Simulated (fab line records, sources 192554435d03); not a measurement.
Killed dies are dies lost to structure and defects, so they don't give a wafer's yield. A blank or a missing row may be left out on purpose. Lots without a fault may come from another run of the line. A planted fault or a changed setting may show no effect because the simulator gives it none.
Chamber matching | flow n5_finfet | N5_MOL_CONTACT_COAG_ALD_27 on ald_sin-04: 4 sister chambers
The step deposits SiOC, target thk 17 nm, pulse time 1.5 s, time 2720 s. 7 wafers are shown with their chamber, then 9 later ones without.

WAFERS WITH THEIR CHAMBER
wafer  | chamber | heater_power_outer_w (W) | heater_power_w (W)
L083.1 | 2       | 510                      | 831
L083.3 | 1       | 470                      | 782
L085.1 | 2       | 490                      | 826
L085.6 | 0       | 588                      | 902
L087.2 | 3       | 499                      | 810
L087.5 | 0       | 592                      | 923
L087.6 | 3       | 489                      | 831

WAFERS WITHOUT THEIR CHAMBER
wafer  | heater_power_outer_w (W) | heater_power_w (W)
L092.2 | 467                      | 790
L092.3 | 585                      | 924
L092.6 | 486                      | 801
L094.1 | 597                      | 915
L094.2 | 497                      | 815
L094.5 | 455                      | 791
L096.1 | 613                      | 948
L096.3 | 497                      | 822
L096.4 | 486                      | 810

WHICH CHAMBER EACH WENT THROUGH
wafer  | from the rows above          | in truth
L092.2 | 1                            | 1
L092.3 | 0                            | 0
L092.6 | can't be placed: 3 or 1 or 2 | 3
L094.1 | 0                            | 0
L094.2 | can't be placed: 3 or 2      | 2
L094.5 | 1                            | 1
L096.1 | 0                            | 0
L096.3 | can't be placed: 3 or 2      | 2
L096.4 | can't be placed: 3 or 2 or 1 | 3
Placed correctly: 5 of 9. Can't be placed from these rows: 4 (the true chamber is among the candidates in 4). Placed wrongly: 0.
How it was worked out, from the rows above alone: a wafer's distance from a chamber is the root of the sum, over the readings, of the square of ((its reading less the chamber's mean) divided by the reading's scatter). The wafer belongs to the nearest chamber; if the next one is less than 2 further off, it can't be placed. A chamber's mean is the mean of its shown wafers. The scatter: the root of (the sum of the squares of (reading less its chamber's mean) over the shown wafers, divided by (wafers less chambers)).
